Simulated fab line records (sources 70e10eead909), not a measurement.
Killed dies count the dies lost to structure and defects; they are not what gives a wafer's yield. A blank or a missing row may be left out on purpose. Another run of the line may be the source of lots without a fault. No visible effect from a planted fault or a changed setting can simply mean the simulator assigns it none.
fab line records    flow nandHarc
[record] lots = 13  wafers = 39  lastDay = 25
route steps=1159 shown A_CONTACT@840 END@1159
lots that met no fault: taken from a fault-free run of the same line
startH: hours from the record's opening day to when the first of the lot's shown wafers began    waitH: hours elapsed since this lot's preceding step    " the same as in the row above    L1.1+2: one row covering several wafers at once    - either no value or no given start    * or withheld: withheld    < > ~ a bound
route shown NAME@n: NAME is a module with steps in the file, n the number in the route of the first one    usual: the fault-free wafers' mean and standard deviation    same: alike in all rows    chamber/n: place in a boat    sites: the reading at each site    _std_site: the standard deviation of these    _edge_site: outer sites' mean less inner sites'    radiusMm: how far each site lies from the wafer's centre    mask NAME#n: copy n    behind: the most recent tool/chamber to have shaped the wafer    hold: what put the lot on hold/how long, in hours/how the hold closed    device: which transistor (n, p or np) failed to switch    end of line: at the end of the route, the tests of the same wafers    for a step that has no rows: nothing shown but its recipe    killed: dies lost to structure and defects at the first sort, not the wafer's yield    map: a wafer's dies, x killed, . not, _ none there
set.NAME: the setting as run; set.NAME@STEP: as run at that earlier step    model.NAME: the simulator's own value behind a step, which no gauge read
route steps across a sampled set of lots; one table per step, one row per wafer
services: from which hour (startH, from the record's first day; less than 0 if before it) a tool's chamber was out of use, for how many hours, and why
[[steps]]
[step NHARC_A_CONTACT_DEP_24]
[recipe] targetThkA = 5000  tempC = 400  pressureTorr = 6.5  rfW = 900  teosFlowSccm = 161.4  flowSccm = 2650  targetThkNm = 500  gas = O2  material = SiO2
[usual] heaterPowerW = 531/140  throttleValvePct = 16.0/0.51
lot.wafer  tool      chamber  startH  waitH  heaterPowerW  throttleValvePct
L706.3     pecvd-04  2        360.12  0.1    397           16.5
L706.2     "         1        "       "      811           15.1
L706.6     "         2        "       "      426           16.1
L708.1     pecvd-03  1        368.04  0.1    478           16.5
L708.5     "         0        "       "      648           16.4
L708.6     "         2        "       "      476           15.6
L709.1     pecvd-03  2        384.96  0.1    431           15.6
L709.4     "         1        "       "      356           16.2
L709.6     "         0        "       "      770           16.7
L711.2     pecvd-01  1        409.40  0.2    384           15.9
L711.4     "         1        "       "      401           15.8
L711.6     "         1        "       "      426           15.9
L715.3     pecvd-03  0        429.98  0.2    737           16.7
L715.5     "         2        "       "      413           15.8
L715.6     "         1        "       "      431           16.6
L713.1     pecvd-03  0        430.61  0.1    720           16.4
L713.2     "         2        "       "      443           16.1
L713.4     "         2        "       "      460           15.6
L714.1     pecvd-01  0        434.61  0.1    480           15.8
L714.3     "         1        "       "      400           15.2
L714.6     "         0        "       "      533           15.7
L717.1     pecvd-04  0        447.17  0.1    359           15.6
L717.6     "         0        "       "      379           15.4
L717.4     "         2        "       "      377           16.4
L720.2     pecvd-03  1        447.49  0.1    478           16.6
L720.1     "         2        "       "      387           15.6
L720.5     "         1        "       "      356           16.8
L719.3     pecvd-04  1        451.54  0.1    753           15.4
L719.1     "         2        "       "      480           16.3
L719.5     "         2        "       "      493           16.3
L721.2     pecvd-03  0        458.54  0.1    789           16.5
L721.1     "         2        "       "      472           16.0
L721.4     "         0        "       "      801           16.6
L725.4     pecvd-01  1        474.00  0.2    381           15.1
L725.3     "         0        "       "      551           15.7
L725.6     "         0        "       "      588           15.9
L728.1     pecvd-03  1        506.28  0.1    461           16.5
L728.3     "         0        "       "      751           16.4
L728.6     "         0        "       "      765           16.6
[step NHARC_A_CONTACT_DESCUM_47]
[recipe] timeS = 3  o2FlowSccm = 200  arFlowSccm = 0  biasPowerW = 0  chemistry = O2
[usual] drypumpMotorCurrentA = 5.8/0.44  oesProductAu = 1.001/0.0085  rfVppV = 57.8/0.82  showerheadPlenumPTorr = 1.93/0.095  throttleValvePct = 11.311/0.009
lot.wafer  tool        chamber  startH  waitH  drypumpMotorCurrentA  oesProductAu  rfHoursCounterH  rfVppV  showerheadPlenumPTorr  throttleValvePct
L706.2     rieDiel-04  0        365.63  0.1    5.9                   1.013         12               57.6    1.95                   11.316
L706.3     "           1        "       "      5.5                   1.010         13               58.5    2.04                   11.303
L706.6     "           2        "       "      5.8                   0.992         -                57.2    1.89                   11.307
L708.1     rieDiel-04  3        371.69  0.1    5.1                   1.002         15               58.1    1.82                   11.311
L708.6     "           0        "       "      5.9                   1.009         -                58.0    1.95                   11.300
L708.5     "           1        "       "      5.5                   0.995         -                58.1    2.04                   11.312
L709.4     rieDiel-04  2        388.65  0.1    5.8                   1.001         19               56.6    1.88                   11.305
L709.1     "           0        "       "      5.8                   1.025         18               57.4    1.95                   11.322
L709.6     "           2        "       "      5.8                   0.996         -                58.2    1.88                   11.316
L711.4     rieDiel-13  3        414.42  0.1    5.4                   0.991         52               56.8    1.76                   11.313
L711.2     "           1        "       "      5.3                   1.006         50               57.6    1.80                   11.317
L711.6     "           3        "       "      5.4                   0.990         -                56.6    1.76                   11.311
L715.3     rieDiel-06  0        433.51  0.1    5.9                   1.011         4                57.5    1.94                   11.313
L715.5     "           0        "       "      5.9                   1.009         -                57.5    1.94                   11.315
L715.6     "           1        "       "      6.6                   1.003         -                58.3    1.99                   11.327
L713.2     rieDiel-04  0        434.37  0.1    5.8                   1.012         25               58.1    1.95                   11.315
L713.1     "           1        "       "      5.5                   1.003         25               58.9    2.03                   11.306
L713.4     "           3        "       "      5.1                   0.993         25               57.2    1.81                   11.317
L714.1     rieDiel-04  1        439.45  0.1    5.5                   0.995         26               59.7    2.03                   11.296
L714.3     "           2        "       "      5.8                   0.997         26               57.0    1.88                   11.312
L714.6     "           0        "       "      5.9                   1.000         -                57.4    1.95                   11.315
L717.1     rieDiel-13  0        452.01  0.1    5.6                   1.027         63               57.4    1.92                   11.311
L717.6     "           3        "       "      5.4                   1.004         -                56.4    1.76                   11.303
L717.4     "           0        "       "      5.7                   1.013         -                56.5    1.92                   11.300
L720.1     rieDiel-06  1        452.45  0.1    6.5                   0.998         11               58.0    1.99                   11.308
L720.2     "           3        "       "      6.3                   1.002         9                58.5    2.07                   11.309
L720.5     "           1        "       "      6.5                   1.006         -                56.5    1.99                   11.306
L719.3     rieDiel-06  1        455.07  0.1    6.6                   0.996         12               58.2    1.99                   11.314
L719.1     "           0        "       "      5.9                   1.005         12               58.3    1.94                   11.315
L719.5     "           1        "       "      6.5                   0.991         -                58.9    1.99                   11.325
L721.2     rieDiel-13  1        462.34  0.1    5.3                   1.014         0                57.9    1.79                   11.309
L721.4     "           3        "       "      5.4                   1.005         0                57.9    2.08                   11.306
L721.1     "           0        "       "      5.6                   1.015         0                58.1    1.92                   11.320
L725.4     rieDiel-04  2        477.80  0.1    5.8                   1.004         0                57.7    1.88                   11.312
L725.3     "           0        "       "      5.8                   1.008         0                58.9    1.95                   11.303
L725.6     "           3        "       "      5.1                   0.985         -                59.9    1.81                   11.312
L728.1     rieDiel-04  2        509.95  0.1    5.8                   1.004         6                57.2    1.88                   11.305
L728.3     "           3        "       "      5.1                   0.990         6                57.0    1.81                   11.322
L728.6     "           0        "       "      5.8                   0.997         -                58.0    1.94                   11.310
[step NHARC_A_CONTACT_ETCH_111]
[recipe] sourceW = withheld  pressureMtorr = 20  biasV = withheld  timeS = 140  targetDepthA = 7000  arFlowSccm = withheld  c4f8FlowSccm = withheld  o2FlowSccm = withheld  chemistry = C4F8/O2/Ar
[usual] chamberPressureMTorr = 20.002/0.017  oesAirLineAu = 0.996/0.019
lot.wafer  tool           chamber  startH  waitH  chamberPressureMTorr  oesAirLineAu  rfHoursCounterH
L706.2     harCapEtch-03  0        366.87  -      20.012                0.980         87
L706.3     "              1        "       "      20.018                1.022         -
L706.6     "              0        "       "      20.015                1.012         -
L708.1     harCapEtch-02  1        372.97  -      20.036                0.973         9
L708.6     "              0        "       "      19.984                1.007         -
L708.5     "              1        "       "      20.005                1.002         -
L709.1     harCapEtch-03  0        390.15  -      19.984                0.997         93
L709.4     "              1        "       "      19.981                0.986         -
L709.6     "              1        "       "      20.013                1.023         -
L711.2     harCapEtch-03  0        415.67  -      20.020                0.988         95
L711.4     "              1        "       "      19.992                0.956         -
L711.6     "              1        "       "      19.980                0.998         -
L715.3     harCapEtch-03  0        434.85  -      20.015                0.978         -
L715.5     "              0        "       "      19.993                1.000         -
L715.6     "              1        "       "      19.985                1.005         -
L713.2     harCapEtch-02  0        435.67  -      19.988                1.010         18
L713.1     "              1        "       "      19.992                1.007         18
L713.4     "              1        "       "      19.992                1.043         -
L714.1     harCapEtch-03  1        440.73  -      19.995                0.991         99
L714.3     "              0        "       "      20.011                0.979         -
L714.6     "              0        "       "      20.021                0.985         -
L717.1     harCapEtch-02  1        453.54  -      19.967                0.984         22
L717.4     "              1        "       "      20.001                0.994         -
L717.6     "              1        "       "      19.996                0.994         -
L720.1     harCapEtch-03  1        453.95  -      -                     -             -
L720.2     "              0        "       "      -                     -             -
L720.5     "              0        "       "      -                     -             -
L719.1     harCapEtch-02  0        456.59  -      -                     -             -
L719.3     "              1        "       "      -                     -             -
L719.5     "              1        "       "      -                     -             -
L721.2     harCapEtch-03  1        463.67  -      -                     -             -
L721.1     "              0        "       "      -                     -             -
L721.4     "              1        "       "      -                     -             -
L725.3     harCapEtch-03  0        479.12  -      19.980                0.992         -
L725.4     "              1        "       "      20.009                0.978         -
L725.6     "              0        "       "      19.994                0.982         -
L728.1     harCapEtch-01  1        511.19  -      19.999                1.028         72
L728.3     "              1        "       "      20.041                1.008         -
L728.6     "              1        "       "      20.021                1.018         -
[step NHARC_A_CONTACT_ETCH_119]
[recipe] sourceW = withheld  pressureMtorr = 20  biasV = 3000  timeS = 94  targetDepthA = 9220  arFlowSccm = withheld  c4f8FlowSccm = withheld  o2FlowSccm = withheld  chemistry = C4F8/O2/Ar
[usual] chamberPressureMTorr = 20.000/0.017  oesAirLineAu = 0.996/0.022
lot.wafer  tool           chamber  startH  waitH  chamberPressureMTorr  oesAirLineAu  rfHoursCounterH
L706.2     harCapEtch-03  0        367.70  0.1    19.964                0.984         88
L706.3     "              1        "       "      20.018                0.969         -
L706.6     "              0        "       "      19.986                0.944         -
L708.1     harCapEtch-02  1        373.78  0.1    20.023                0.989         10
L708.6     "              0        "       "      19.990                0.984         -
L708.5     "              1        "       "      19.980                0.990         -
L709.1     harCapEtch-03  0        390.98  0.1    19.975                1.011         94
L709.4     "              1        "       "      20.015                1.007         -
L709.6     "              1        "       "      20.035                0.985         -
L711.2     harCapEtch-03  0        416.51  0.1    20.008                0.999         96
L711.4     "              1        "       "      20.018                0.967         -
L711.6     "              1        "       "      19.998                0.994         -
L715.3     harCapEtch-03  0        435.92  0.1    20.005                0.962         -
L715.5     "              0        "       "      20.012                0.979         -
L715.6     "              1        "       "      20.018                1.031         -
L713.2     harCapEtch-02  0        436.50  0.1    20.027                1.022         18
L713.1     "              1        "       "      19.999                0.986         18
L713.4     "              1        "       "      20.008                1.017         -
L714.1     harCapEtch-03  1        441.82  0.1    19.979                1.001         99
L714.3     "              0        "       "      19.999                0.996         -
L714.6     "              0        "       "      19.974                1.023         -
L717.1     harCapEtch-02  1        454.35  0.1    19.995                1.008         23
L717.4     "              1        "       "      20.004                0.976         -
L717.6     "              1        "       "      20.023                1.010         -
L720.1     harCapEtch-03  1        455.43  0.1    19.977                1.001         102
L720.2     "              0        "       "      20.008                1.011         102
L720.5     "              0        "       "      20.022                1.011         -
L719.1     harCapEtch-02  0        457.40  0.1    19.995                1.008         24
L719.3     "              1        "       "      19.994                1.015         -
L719.5     "              1        "       "      20.025                0.985         -
L721.2     harCapEtch-03  1        464.78  0.1    20.014                0.976         105
L721.1     "              0        "       "      20.013                1.023         105
L721.4     "              1        "       "      20.002                0.987         -
L725.3     harCapEtch-03  0        479.93  0.1    20.003                1.003         -
L725.4     "              1        "       "      19.973                1.027         -
L725.6     "              0        "       "      19.991                0.992         -
L728.1     harCapEtch-01  1        512.02  0.1    20.020                0.985         73
L728.3     "              1        "       "      20.008                0.976         -
L728.6     "              1        "       "      19.999                0.967         -
[step NHARC_END_SORT_01]
[recipe] tempC = 25
[usual] killedAtArray = 26/11  killedAtOther = 0.4/0.78  killedAtPeriphery = 3.4/2.4  killedDies = 29/11  killedOpen = 3.1/1.9  killedShort = 1.9/1.4
[same] grossDies = 677
lot.wafer  tool       chamber  startH  waitH  killedAtArray  killedAtOther  killedAtPeriphery  killedDies  killedOpen  killedShort
L720.1     prober-01  0        567.79  2.5    674            0              3                  677         1           3
L720.2     prober-01  0        568.58  2.8    675            0              2                  677         3           1
L720.5     prober-01  0        570.94  3.7    673            0              4                  677         2           5
L719.1     prober-01  0        575.54  2.5    673            1              3                  677         5           1
L719.3     prober-01  0        577.16  3.1    675            0              2                  677         2           2
L719.5     prober-01  0        578.78  3.7    674            1              2                  677         2           3
L721.1     prober-02  0        575.85  2.5    670            0              7                  677         2           2
L721.2     prober-02  0        576.64  2.8    670            0              7                  677         4           5
L721.4     prober-02  0        578.21  3.4    673            0              4                  677         2           1
// killed by level:class
L720.1 A_CONTACT:areaEtch=648 A_CHANNEL_HOLE_D1:chamberFilmFlake=8 A_SLIT:chamberFilmFlake=6 A_CONTACT:chamberFilmFlake=4 A_ZERO_WELL:chamberFilmFlake=2 A_WL_FILL:chamberFilmFlake=2 P_M0:geometricParticle:open=1 P_M0:geometricParticle:short=1
L720.2 A_CONTACT:areaEtch=645 A_SLIT:chamberFilmFlake=18 A_CHANNEL_HOLE_D1:chamberFilmFlake=3 A_ZERO_WELL:chamberFilmFlake=2 A_CHANNEL_FILL_D1:geometricParticle:open=1 A_WL_FILL:geometricParticle:short=1 A_CONTACT:geometricParticle:open=1 A_M1:geometricParticle:open=1
L720.5 A_CONTACT:areaEtch=649 A_SLIT:chamberFilmFlake=8 A_CHANNEL_HOLE_D1:chamberFilmFlake=5 A_CHANNEL_FILL_D1:geometricParticle:short=2 A_STAIRCASE:chamberFilmFlake=2 A_CONTACT:chamberFilmFlake=2 P_GATE:geometricParticle:open=1 P_M1:geometricParticle:short=1
L719.1 A_CONTACT:areaEtch=636 A_CHANNEL_HOLE_D1:chamberFilmFlake=23 A_SLIT:chamberFilmFlake=5 A_SGD_CUT:geometricParticle:open=2 A_CHANNEL_FILL_D1:chamberFilmFlake=2 P_GATE:geometricParticle:open=1 A_ONON_D1:geometricParticle:open=1 A_CHANNEL_FILL_D1:geometricParticle:short=1
L721.1 A_CONTACT:areaEtch=650 A_CONTACT:chamberFilmFlake=9 A_SLIT:chamberFilmFlake=4 P_GATE:chamberFilmFlake=3 P_M2:chamberFilmFlake=3 A_CHANNEL_FILL_D1:geometricParticle:short=2 A_CHANNEL_HOLE_D1:chamberFilmFlake=2 P_GATE:geometricParticle:open=1
L721.2 A_CONTACT:areaEtch=630 A_SLIT:chamberFilmFlake=18 A_CONTACT:chamberFilmFlake=11 P_M2:chamberFilmFlake=3 P_ZERO_WELL:chamberFilmFlake=2 A_CHANNEL_HOLE_D1:chamberFilmFlake=2 A_BLC:chamberFilmFlake=2 P_GATE:geometricParticle:open=1
L719.3 A_CONTACT:areaEtch=647 A_SLIT:chamberFilmFlake=13 A_CHANNEL_HOLE_D1:chamberFilmFlake=8 A_STAIRCASE:chamberFilmFlake=3 P_GATE:geometricParticle:open=1 P_M1:geometricParticle:short=1 A_WL_FILL:geometricParticle:short=1 A_M1:geometricParticle:open=1
L721.4 A_CONTACT:areaEtch=633 A_SLIT:chamberFilmFlake=20 A_CONTACT:chamberFilmFlake=9 A_CHANNEL_HOLE_D1:chamberFilmFlake=6 A_BLC:chamberFilmFlake=3 P_CONTACT:geometricParticle:open=1 A_ONON_D1:geometricParticle:short=1 A_M0:geometricParticle:open=1
L719.5 A_CONTACT:areaEtch=634 A_CHANNEL_HOLE_D1:chamberFilmFlake=20 A_SLIT:chamberFilmFlake=14 A_CHANNEL_FILL_D1:chamberFilmFlake=2 P_CONTACT:geometricParticle:short=1 A_ONON_D1:geometricParticle:short=1 A_SGD_CUT:geometricParticle:open=1 A_BLC:geometricParticle:open=1
[[services]]
tool        chamber  startH  hours  kind
rieDiel-04  0        347.04  -      clean
rieDiel-04  1        347.04  -      clean
rieDiel-04  2        347.04  -      clean
rieDiel-04  3        347.04  -      clean
rieDiel-06  3        359.28  27.0   repair
rieDiel-04  0        371.54  -      clean
rieDiel-04  1        371.54  -      clean
rieDiel-04  2        371.54  -      clean
rieDiel-04  3        371.54  -      clean
pecvd-04    -        376.00  13.0   pm
rieDiel-04  0        396.08  -      clean
rieDiel-04  1        396.08  -      clean
rieDiel-04  3        397.47  2.3    repair
pecvd-01    2        404.77  5.3    repair
rieDiel-06  -        418.27  9.0    pm
pecvd-01    -        418.35  13.0   pm
pecvd-01    -        442.65  0.6    repair
rieDiel-13  2        445.58  10.8   repair
rieDiel-13  -        453.25  9.0    pm
rieDiel-04  -        466.30  9.0    pm
pecvd-01    2        470.39  4.3    repair
pecvd-03    -        473.18  13.0   pm
pecvd-01    1        501.68  5.0    repair
pecvd-03    -        510.36  1.3    repair
[[key]]
[firstSign] step = NHARC_A_CONTACT_ETCH_111  reading = toolRecord  direction = missing
[effect] step = NHARC_END_SORT_01  reading = killedAtArray  direction = up  sigmas = 61  usual = 26  struck = 673
[moreKillsBornAt] NHARC_A_CONTACT_ETCH_111@harCapEtch-03 = 3855  NHARC_A_CONTACT_ETCH_111@harCapEtch-02 = 1917
metAt NHARC_A_CONTACT_ETCH_111
struckLots L719,L720,L721
laterRowsLeftOut L719.1,L719.3,L719.5,L720.1,L720.2,L720.5,L721.1,L721.2,L721.4
testerLeftOut L719,L720,L721
notActingAt NHARC_A_CONTACT_DEP_24,NHARC_A_CONTACT_DESCUM_47,NHARC_A_CONTACT_ETCH_119
onsetBetween 453.54 453.95
[fault] kind = skippedStepWhole  tool = harCapEtch-02,harCapEtch-03  chamber = -  onsetH = 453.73  steps = NHARC_A_CONTACT_ETCH_111  scope = struckLotsOnly
// testerLeftOut: of these lots the tester's yield and bins aren't shown, on N5 and GAA mostly nor the transistor test; their killed dies are dies lost to structure and defects alone, not to doping, threshold or leakage, so they don't give the yield
// laterRowsLeftOut: the simulator's readings of these wafers behind a module that went badly wrong aren't trusted and aren't shown, but for the sort
